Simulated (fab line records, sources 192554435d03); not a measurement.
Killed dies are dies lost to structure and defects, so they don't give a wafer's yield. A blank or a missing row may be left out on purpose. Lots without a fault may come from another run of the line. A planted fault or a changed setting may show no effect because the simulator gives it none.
fab line records | flow n5_finfet | part 1 of 2: steps 1 to 18 of 32
record lots=5 wafers=15 last_day=16
route steps=1938 shown SD_EPI_P@298
lots that met no fault: from a run of the same line without faults
start_h: hours from the record's first day to the start of the lot's first wafer shown | wait_h: hours since the lot's step before | " the same as in the row above | L1.1+2: a row that stands for several wafers | - no value, or no start given | * or withheld: withheld | < > ~ a bound
route shown NAME@n: a module of which the file shows steps, and the number in the route of the first | usual: mean/standard deviation of fault-free wafers | same: alike in all rows | chamber/n: place in a boat | sites: the reading at each site | _std_site: their standard deviation | _edge_site: outer sites' mean less inner sites' | radius_mm: how far each site lies from the wafer's centre | mask NAME#n: copy n | behind: the tool/chamber that last shaped the wafer | hold: why the lot was held/for how many hours/how that ended | device: the transistor (n, p or np) that didn't switch | end of line: the same wafers' tests at the end of the route | a step without rows: its recipe alone | killed: dies lost to structure and defects at the first sort, not the wafer's yield | map: a wafer's dies, x killed, . not, _ none there
set.NAME: the setting as run; set.NAME@STEP: as run at that earlier step | model.NAME: the simulator's own value behind a step, which no gauge read
lots at some steps of the route; a table a step, a row a wafer
services: from which hour (start_h, from the record's first day; less than 0 if before it) a tool's chamber was out of use, for how many hours, and why
## steps
# step N5_SD_EPI_P_EBR_05
# recipe solvent=PGMEA ebr_width_mm=1.5
# usual resist_line_temp_C=23.02/0.12
# same ebr_width_mm=1.5
# columns lot.wafer tool chamber start_h wait_h resist_line_temp_C
L078.2 litho_track-02 0 - - 22.71
L078.4 " 0 " " 22.89
L078.5 " 0 " " 22.93
L088.3 litho_track-05 0 - - 22.91
L088.5 " 0 " " 23.09
L088.6 " 0 " " 23.13
L090.2 litho_track-02 0 - - 23.05
L090.3 " 0 " " 22.97
L090.5 " 0 " " 23.22
L089.2 litho_track-05 0 - - 22.95
L089.3 " 0 " " 22.95
L089.5 " 0 " " 23.19
L096.1 litho_track-02 0 - - 22.93
L096.5 " 0 " " 23.02
L096.6 " 0 " " 23.06
# step N5_SD_EPI_P_SOFTBAKE_04
# recipe temp_c=110 time_s=60 resist=CAR-ArF-block
# usual resist_line_temp_C=23.02/0.095
# columns lot.wafer tool chamber start_h wait_h resist_line_temp_C
L078.2 litho_track-02 0 - - 23.03
L078.4 " 0 " " 23.18
L078.5 " 0 " " 22.90
L088.3 litho_track-05 0 - - 22.83
L088.5 " 0 " " 22.92
L088.6 " 0 " " 22.83
L090.2 litho_track-02 0 - - 23.09
L090.3 " 0 " " 23.13
L090.5 " 0 " " 23.19
L089.2 litho_track-05 0 - - 23.04
L089.3 " 0 " " 23.03
L089.5 " 0 " " 22.89
L096.1 litho_track-02 0 - - 23.10
L096.5 " 0 " " 23.09
L096.6 " 0 " " 22.94
# step N5_SD_EPI_P_EXPOSE_06
# recipe mask_id=SD_P_BLK na=1.35 source_shape=conventional sigma_outer=0.8 polarization=unpolarized target_cd_nm=240 dose_mj=39.5
# same sigma_outer=0.8
# columns lot.wafer tool chamber start_h wait_h mask
L078.2+4+5 arfi_scanner-02 0 78.91 - SD_P_BLK#0
L088.3+5+6 arfi_scanner-02 0 138.61 - SD_P_BLK#0
L090.2+3+5 arfi_scanner-02 0 146.80 - SD_P_BLK#0
L089.2+3+5 arfi_scanner-01 0 147.30 - SD_P_BLK#0
L096.1+5+6 arfi_scanner-03 0 186.31 - SD_P_BLK#0
# step N5_SD_EPI_P_PEB_07
# recipe peb_temp_c=110 peb_time_s=60 resist=CAR-ArF-block
# usual resist_line_temp_C=22.98/0.1
# same peb_time_s=60
# columns lot.wafer tool chamber start_h wait_h resist_line_temp_C
L078.2 litho_track-02 0 78.97 0.0 22.97
L078.4 " 0 " " 22.98
L078.5 " 0 " " 23.02
L088.3 litho_track-01 0 138.66 0.0 23.05
L088.5 " 0 " " 23.02
L088.6 " 0 " " 22.93
L090.2 litho_track-01 0 146.85 0.0 23.14
L090.3 " 0 " " 22.92
L090.5 " 0 " " 22.96
L089.2 litho_track-05 0 147.35 0.0 22.89
L089.3 " 0 " " 22.96
L089.5 " 0 " " 23.12
L096.1 litho_track-02 0 186.36 0.1 23.00
L096.5 " 0 " " 22.93
L096.6 " 0 " " 22.94
# step N5_SD_EPI_P_DEVELOP_08
# recipe develop_time_s=30 developer=TMAH resist=CAR-ArF-block dev_temp_c=23 rinse_liquid=diw dry=air_spin
# usual resist_line_temp_C=23.01/0.093
# columns lot.wafer tool chamber start_h wait_h resist_line_temp_C
L078.2 litho_track-02 0 - - 23.01
L078.4 " 0 " " 22.99
L078.5 " 0 " " 23.00
L088.3 litho_track-01 0 - - 22.94
L088.5 " 0 " " 22.91
L088.6 " 0 " " 23.07
L090.2 litho_track-01 0 - - 23.25
L090.3 " 0 " " 23.17
L090.5 " 0 " " 23.11
L089.2 litho_track-05 0 - - 22.98
L089.3 " 0 " " 22.96
L089.5 " 0 " " 22.89
L096.1 litho_track-02 0 - - 23.08
L096.5 " 0 " " 23.00
L096.6 " 0 " " 23.00
# step N5_SD_EPI_P_CD_MEAS_09
# recipe target_cd_nm=240 landing_energy_ev=500 detector=se_inlens
# usual cd_nm=240.0/0.79
# columns lot.wafer tool chamber start_h wait_h cd_nm
L078.2 cd_sem-03 0 79.04 - 239.4
L078.4 " 0 " " 239.6
L078.5 " 0 " " 238.7
L088.3 cd_sem-01 0 138.73 - 240.7
L088.5 " 0 " " 241.8
L088.6 " 0 " " 241.9
L090.2 cd_sem-02 0 146.92 - 239.4
L090.3 " 0 " " 239.8
L090.5 " 0 " " 240.3
L089.2 cd_sem-02 0 147.42 - 240.2
L089.3 " 0 " " 239.7
L089.5 " 0 " " 238.8
L096.1 cd_sem-01 0 186.43 - 239.1
L096.5 " 0 " " 240.6
L096.6 " 0 " " 240.6
# step N5_SD_EPI_P_OVL_MEAS_10
# recipe points_per_wafer=44
# usual SD_P_BLK_OVL=-0.2/0.76
# columns lot.wafer tool chamber start_h wait_h SD_P_BLK_OVL[nm]
L078.2 overlay-02 0 79.07 0.0 0.8
L078.4 " 0 " " 0.0
L078.5 " 0 " " -0.2
L088.3 overlay-02 0 138.76 0.0 1.9
L088.5 " 0 " " -0.6
L088.6 " 0 " " -0.2
L090.2 overlay-01 0 146.95 0.0 0.4
L090.3 " 0 " " 0.2
L090.5 " 0 " " -0.3
L089.2 overlay-01 0 147.45 0.0 -1.2
L089.3 " 0 " " -0.4
L089.5 " 0 " " 0.7
L096.1 overlay-01 0 186.46 0.0 -1.0
L096.5 " 0 " " 0.2
L096.6 " 0 " " -0.9
# step N5_SD_EPI_P_INSPECT_11
# recipe mode=adi inspect_instrument=macro
# usual raw_defect_count=2.1/1.4
# columns lot.wafer tool chamber start_h wait_h raw_defect_count
L078.2 defect_inspect-01 - 79.09 0.0 1
L078.4 " - " " 5
L078.5 " - " " 4
L088.3 defect_inspect-02 - 138.78 0.0 5
L088.5 " - " " 0
L088.6 " - " " 2
L090.2 defect_inspect-01 - 146.97 0.0 1
L090.3 " - " " 3
L090.5 " - " " 3
L089.2 defect_inspect-01 - 147.47 0.0 1
L089.3 " - " " 2
L089.5 " - " " 3
L096.1 defect_inspect-01 - 186.48 0.0 2
L096.5 " - " " 1
L096.6 " - " " 2
# step N5_SD_EPI_P_DESCUM_14
# recipe chemistry=O2 time_s=7.9 source_power_w=50 bias_power_w=20 pressure_mtorr=20 rf_frequency_hz=2.712e+07 temp_c=40 resist=CAR-ArF-block o2_flow_sccm=225
# usual drypump_motor_current_A=5.6/0.51 oes_product_au=0.79/0.084 rf_fwd_power_W=49.30/0.2 rf_vpp_V=243.1/1.5 showerhead_plenum_p_Torr=2.10/0.076 throttle_valve_pct=20.42/0.2
# columns lot.wafer tool chamber start_h wait_h drypump_motor_current_A oes_product_au rf_fwd_power_W rf_hours_counter_h rf_vpp_V showerhead_plenum_p_Torr throttle_valve_pct
L078.2 rie_diel-03 3 79.44 0.3 5.4 0.73 49.67 199 244.1 2.18 20.51
L078.4 " 2 " " 5.1 0.79 49.20 125 243.1 2.03 20.37
L078.5 " 0 " " 5.9 0.76 49.21 - 244.8 2.11 20.61
L088.3 rie_diel-03 2 138.82 0.0 5.1 0.76 49.18 145 240.0 2.02 20.39
L088.5 " 3 " " 5.4 0.71 49.38 - 245.0 2.17 20.55
L088.6 " 2 " " 5.1 0.76 48.84 - 242.5 2.02 20.40
L090.2 rie_diel-05 2 147.00 0.0 6.8 0.83 49.23 94 245.0 2.20 19.97
L090.3 " 3 " " 5.8 0.71 49.45 202 243.1 2.18 20.27
L090.5 " 2 " " 6.8 0.82 49.17 - 245.8 2.20 19.96
L089.2 rie_diel-03 0 147.50 0.0 5.9 0.74 49.19 154 243.7 2.10 20.63
L089.3 " 2 " " 5.1 0.76 49.43 147 241.9 2.02 20.40
L089.5 " 0 " " 5.9 0.73 49.12 - 242.3 2.10 20.64
L096.1 rie_diel-03 1 186.52 0.0 6.1 0.90 49.09 43 241.5 2.04 20.26
L096.5 " 1 " " 6.1 0.91 48.88 - 242.5 2.04 20.26
L096.6 " 3 " " 5.4 0.71 49.36 - 244.7 2.17 20.56
# step N5_SD_EPI_P_ETCH_36
# recipe chemistry=CF4 target=SiARC target_depth_a=455 mask_material=CAR-ArF-block time_s=75.8 ion_energy_ev=80 pressure_mtorr=40 source_w=545 bias_w=36 Ar_flow_sccm=100 cf4_flow_sccm=100 ends=cleared
# usual drypump_motor_current_A=5.6/0.51 etch_rf_on_time_s=75.7/1.7 oes_product_au=0.68/0.071 rf_fwd_power_W=538.8/2 rf_vpp_V=184.1/1.2 showerhead_plenum_p_Torr=2.14/0.067 throttle_valve_pct=15.56/0.21
# columns lot.wafer tool chamber start_h wait_h drypump_motor_current_A etch_rf_on_time_s oes_product_au rf_fwd_power_W rf_hours_counter_h rf_vpp_V showerhead_plenum_p_Torr throttle_valve_pct
L078.2 rie_diel-03 3 79.47 0.0 5.4 76.2 0.62 538.8 199 185.3 2.21 15.60
L078.4 " 2 " " 5.0 76.0 0.67 538.9 125 183.0 2.08 15.62
L078.5 " 0 " " 5.9 78.7 0.64 535.0 - 184.4 2.15 15.66
L088.3 rie_diel-03 2 138.85 0.0 5.1 75.2 0.66 534.9 145 181.3 2.07 15.63
L088.5 " 3 " " 5.5 75.8 0.61 539.8 - 184.0 2.20 15.64
L088.6 " 2 " " 5.0 75.8 0.65 537.6 - 184.0 2.07 15.66
L090.2 rie_diel-05 2 147.04 0.0 6.8 73.1 0.71 537.5 94 185.9 2.23 15.10
L090.3 " 3 " " 5.8 75.3 0.61 542.0 202 184.5 2.21 15.40
L090.5 " 2 " " 6.7 72.5 0.71 539.5 - 185.5 2.23 15.13
L089.2 rie_diel-03 0 147.54 0.0 5.9 77.9 0.62 537.6 154 184.2 2.14 15.70
L089.3 " 2 " " 5.1 75.2 0.66 540.7 147 184.3 2.07 15.66
L089.5 " 0 " " 5.9 78.4 0.63 538.4 - 183.5 2.14 15.70
L096.1 rie_diel-03 1 186.55 0.0 6.1 75.4 0.76 540.3 43 185.1 2.09 15.42
L096.5 " 1 " " 6.1 75.3 0.76 537.6 - 182.6 2.09 15.40
L096.6 " 3 " " 5.4 75.5 0.61 540.6 - 184.4 2.20 15.67
# step N5_SD_EPI_P_ETCH_37
# recipe chemistry=N2/H2 target=SOC overetch_a=1080 mask_material=SiARC temp_c=40 ion_energy_ev=100 source_w=3000 bias_w=133 pressure_mtorr=20 time_s=486 n2_flow_sccm=200 h2_flow_sccm=200 ends=end_point
# usual drypump_motor_current_A=5.6/0.51 oes_product_au=0.71/0.07 rf_fwd_power_W=2995/8.7 rf_vpp_V=240.6/1.4 showerhead_plenum_p_Torr=2.54/0.09 throttle_valve_pct=23.8/0.41
# columns lot.wafer tool chamber start_h wait_h drypump_motor_current_A oes_product_au rf_fwd_power_W rf_hours_counter_h rf_vpp_V showerhead_plenum_p_Torr throttle_valve_pct
L078.2 rie_diel-03 3 79.53 0.0 5.4 0.65 2987 200 240.7 2.62 23.9
L078.4 " 2 " " 5.0 0.70 2990 125 240.0 2.43 23.2
L078.5 " 0 " " 5.9 0.69 2993 - 241.4 2.56 24.2
L088.3 rie_diel-03 2 138.91 0.0 5.1 0.69 2989 145 239.2 2.42 23.2
L088.5 " 3 " " 5.4 0.64 2992 - 241.8 2.61 24.0
L088.6 " 2 " " 5.0 0.69 2978 - 239.3 2.42 23.2
L090.2 rie_diel-05 2 147.10 0.0 6.7 0.73 2988 94 242.5 2.67 23.4
L090.3 " 3 " " 5.8 0.64 3011 202 241.9 2.61 23.1
L090.5 " 2 " " 6.8 0.73 2988 - 241.7 2.67 23.4
L089.2 rie_diel-03 0 147.59 0.0 5.9 0.66 2984 154 240.8 2.55 24.2
L089.3 " 2 " " 5.1 0.68 2993 148 239.6 2.42 23.2
L089.5 " 0 " " 6.0 0.67 2982 - 241.0 2.55 24.2
L096.1 rie_diel-03 1 186.61 0.0 6.1 0.80 2997 43 238.5 2.50 24.1
L096.5 " 1 " " 6.1 0.79 2985 - 239.2 2.50 24.1
L096.6 " 3 " " 5.4 0.64 2995 - 241.5 2.61 24.0
# step N5_SD_EPI_P_STRIP_38
# recipe chemistry=N2/H2 temp_c=40 n2_flow_sccm=200 h2_flow_sccm=200 rf_frequency_hz=6e+07
# columns lot.wafer tool chamber start_h wait_h
L078.2+4+5 rie_diel-03 3,2,0 79.84 0.2
L088.3+5+6 rie_diel-03 2,3,2 139.22 0.2
L090.2+3+5 rie_diel-05 2,3,2 147.41 0.2
L089.2+3+5 rie_diel-03 0,2,0 147.91 0.2
L096.1+5+6 rie_diel-03 1,1,3 186.92 0.2
# step N5_SD_EPI_P_ETCHBACK_46
# recipe chemistry=CH3F/O2 mode=anisotropic_etchback target=SiNx target_depth_a=175 stop_on=SiO2 over_etch_frac=0.3 ion_energy_ev=120 pressure_mtorr=30 source_w=395 bias_w=73 Ar_flow_sccm=150 CH3F_flow_sccm=30 O2_flow_sccm=20
# usual drypump_motor_current_A=5.6/0.49 oes_product_au=0.68/0.067 rf_fwd_power_W=393.1/1.3 rf_vpp_V=296/6.4 showerhead_plenum_p_Torr=2.00/0.067 throttle_valve_pct=16.29/0.21
# columns lot.wafer tool chamber start_h wait_h drypump_motor_current_A oes_product_au rf_fwd_power_W rf_hours_counter_h rf_vpp_V showerhead_plenum_p_Torr throttle_valve_pct
L078.2 rie_diel-03 3 79.85 0.0 5.4 0.62 391.3 200 288 2.07 16.34
L078.4 " 2 " " 5.1 0.67 395.4 125 294 1.93 16.31
L078.5 " 0 " " 5.9 0.65 396.6 - 306 2.01 16.43
L088.3 rie_diel-03 2 139.23 0.0 5.1 0.65 394.5 145 294 1.93 16.35
L088.5 " 3 " " 5.4 0.61 394.9 - 289 2.06 16.38
L088.6 " 2 " " 5.1 0.66 393.1 - 295 1.93 16.33
L090.2 rie_diel-05 2 147.42 0.0 6.7 0.70 393.6 94 299 2.09 15.82
L090.3 " 3 " " 5.8 0.62 393.7 202 303 2.07 16.14
L090.5 " 2 " " 6.7 0.70 392.4 - 297 2.09 15.81
L089.2 rie_diel-03 0 147.92 0.0 5.9 0.64 394.0 154 307 2.00 16.47
L089.3 " 2 " " 5.1 0.65 391.6 148 294 1.93 16.34
L089.5 " 0 " " 5.9 0.64 392.9 - 306 2.00 16.47
L096.1 rie_diel-03 1 186.93 0.0 6.1 0.76 394.7 43 300 1.94 16.08
L096.5 " 1 " " 6.1 0.76 392.3 - 299 1.94 16.10
L096.6 " 3 " " 5.4 0.60 392.4 - 288 2.06 16.40
# step N5_SD_EPI_P_ETCH_47
# recipe chemistry=CH3F/O2 target=SiOCN target_depth_a=250 mask_material=SOC ion_energy_ev=60 bias_w=29 pressure_mtorr=30 source_w=410 Ar_flow_sccm=150 CH3F_flow_sccm=30 O2_flow_sccm=20
# usual drypump_motor_current_A=5.6/0.49 oes_product_au=0.79/0.083 rf_fwd_power_W=408.3/1.2 rf_vpp_V=126.9/2.6 showerhead_plenum_p_Torr=2.00/0.067 throttle_valve_pct=16.26/0.21
# columns lot.wafer tool chamber start_h wait_h drypump_motor_current_A oes_product_au rf_fwd_power_W rf_hours_counter_h rf_vpp_V showerhead_plenum_p_Torr throttle_valve_pct
L078.2 rie_diel-03 3 79.95 0.1 5.4 0.72 408.2 200 125.0 2.07 16.33
L078.4 " 2 " " 5.1 0.78 408.2 125 126.5 1.93 16.29
L078.5 " 0 " " 5.9 0.76 410.4 - 130.0 2.01 16.40
L088.3 rie_diel-03 2 139.33 0.1 5.0 0.77 406.4 145 126.8 1.93 16.31
L088.5 " 3 " " 5.4 0.72 408.3 - 122.9 2.06 16.34
L088.6 " 2 " " 5.0 0.78 406.2 - 126.6 1.93 16.31
L090.2 rie_diel-05 2 147.52 0.1 6.7 0.83 409.1 94 127.6 2.09 15.79
L090.3 " 3 " " 5.8 0.73 407.8 202 129.5 2.07 16.10
L090.5 " 2 " " 6.7 0.84 409.1 - 127.0 2.09 15.80
L089.2 rie_diel-03 0 148.02 0.1 5.9 0.73 408.3 154 131.6 2.00 16.44
L089.3 " 2 " " 5.0 0.77 410.8 148 126.4 1.93 16.33
L089.5 " 0 " " 5.9 0.74 407.5 - 130.5 2.00 16.43
L096.1 rie_diel-03 1 187.03 0.1 6.1 0.89 407.8 43 126.8 1.94 16.08
L096.5 " 1 " " 6.1 0.89 408.4 - 128.1 1.94 16.08
L096.6 " 3 " " 5.4 0.70 408.1 - 124.4 2.06 16.39
# step N5_SD_EPI_P_ETCH_16
# recipe chemistry=CHF3/O2 target=SiO2 target_depth_a=50 mask_material=SOC pressure_mtorr=30 source_w=650 bias_w=170 Ar_flow_sccm=200 CHF3_flow_sccm=50 O2_flow_sccm=5 ion_energy_ev=200
# usual drypump_motor_current_A=5.6/0.49 oes_product_au=0.79/0.082 rf_fwd_power_W=642.1/2.5 rf_vpp_V=521/12 showerhead_plenum_p_Torr=2.40/0.078 throttle_valve_pct=18.84/0.21
# columns lot.wafer tool chamber start_h wait_h drypump_motor_current_A oes_product_au rf_fwd_power_W rf_hours_counter_h rf_vpp_V showerhead_plenum_p_Torr throttle_valve_pct
L078.2 rie_diel-03 3 80.05 0.1 5.4 0.73 642.0 200 508 2.48 18.83
L078.4 " 2 " " 5.0 0.80 641.5 125 518 2.33 18.85
L078.5 " 0 " " 5.9 0.76 646.1 - 539 2.42 18.99
L088.3 rie_diel-03 2 139.43 0.1 5.1 0.75 643.6 145 519 2.32 18.88
L088.5 " 3 " " 5.4 0.71 643.2 - 508 2.48 18.88
L088.6 " 2 " " 5.1 0.76 641.1 - 517 2.32 18.86
L090.2 rie_diel-05 2 147.62 0.1 6.7 0.83 644.3 94 522 2.51 18.34
L090.3 " 3 " " 5.8 0.71 647.7 202 536 2.49 18.63
L090.5 " 2 " " 6.7 0.83 644.1 - 523 2.51 18.35
L089.2 rie_diel-03 0 148.12 0.1 5.9 0.73 643.6 154 539 2.41 19.02
L089.3 " 2 " " 5.0 0.76 640.7 148 519 2.32 18.88
L089.5 " 0 " " 5.9 0.74 641.1 - 538 2.41 19.02
L096.1 rie_diel-03 1 187.13 0.1 6.1 0.89 641.7 43 527 2.34 18.67
L096.5 " 1 " " 6.1 0.88 640.0 - 525 2.34 18.66
L096.6 " 3 " " 5.4 0.70 638.9 - 508 2.47 18.89
# step N5_SD_EPI_P_STRIP_50
# recipe chemistry=CHF3/O2 resist=SiARC rf_frequency_hz=6e+07
# columns lot.wafer tool chamber start_h wait_h
L078.2+4+5 rie_diel-03 3,2,0 80.09 0.0
L088.3+5+6 rie_diel-03 2,3,2 139.47 0.0
L090.2+3+5 rie_diel-05 2,3,2 147.66 0.0
L089.2+3+5 rie_diel-03 0,2,0 148.16 0.0
L096.1+5+6 rie_diel-03 1,1,3 187.17 0.0
# step N5_SD_EPI_P_SD_RECESS_17
# recipe chemistry=HBr/Cl2/O2 target_depth_a=391 bt_time_s=3 pressure_mtorr=10 icp_w=800 bias_w=112 HBr_flow_sccm=150 Cl2_flow_sccm=80 O2_flow_sccm=12
# usual drypump_motor_current_A=5.5/0.53 oes_product_au=0.997/0.02 rf_fwd_power_W=795.8/2.8 throttle_valve_pct=37.1/0.38
# columns lot.wafer tool chamber start_h wait_h drypump_motor_current_A oes_product_au rf_fwd_power_W rf_hours_counter_h throttle_valve_pct
L078.2 rie_si-06 3 80.12 0.0 5.0 0.972 793.4 70 37.5
L078.4 " 1 " " 6.2 0.977 791.1 78 36.8
L078.5 " 3 " " 5.0 0.966 792.0 - 37.5
L088.3 rie_si-06 3 139.50 0.0 5.0 0.972 802.0 71 37.5
L088.5 " 1 " " 6.2 0.981 795.5 - 36.8
L088.6 " 0 " " 5.3 1.024 796.7 - 37.2
L090.2 rie_si-06 2 147.69 0.0 4.9 1.021 797.6 111 37.2
L090.3 " 3 " " 4.9 0.975 796.3 71 37.5
L090.5 " 0 " " 5.3 1.021 798.3 - 37.2
L089.2 rie_si-02 0 148.19 0.0 5.0 0.995 791.7 11 36.6
L089.3 " 1 " " 5.5 1.015 792.2 2 37.1
L089.5 " 1 " " 5.5 1.009 790.5 - 37.1
L096.1 rie_si-06 3 187.20 0.0 5.0 0.978 797.4 72 37.5
L096.5 " 1 " " 6.2 0.973 797.6 - 36.8
L096.6 " 3 " " 5.0 0.971 794.3 - 37.5
# step N5_SD_EPI_P_WET_ETCH_45
# recipe chemistry=dHF dilution=withheld time_s=10.7 target=SiO2 target_depth_a=20 temp_c=25 dry=ipa_marangoni rinse_time_s=30 rinse_temp_c=23
# columns lot.wafer tool chamber start_h wait_h
L078.2+4+5 wet_bench-05 6,3,7 80.22 0.1
L088.3+5+6 wet_bench-04 6,4,1 139.60 0.1
L090.2+3+5 wet_bench-01 6,2,5 147.79 0.1
L089.2+3+5 wet_bench-04 5,3,7 148.28 0.1
L096.1+5+6 wet_bench-05 5,3,1 187.30 0.1
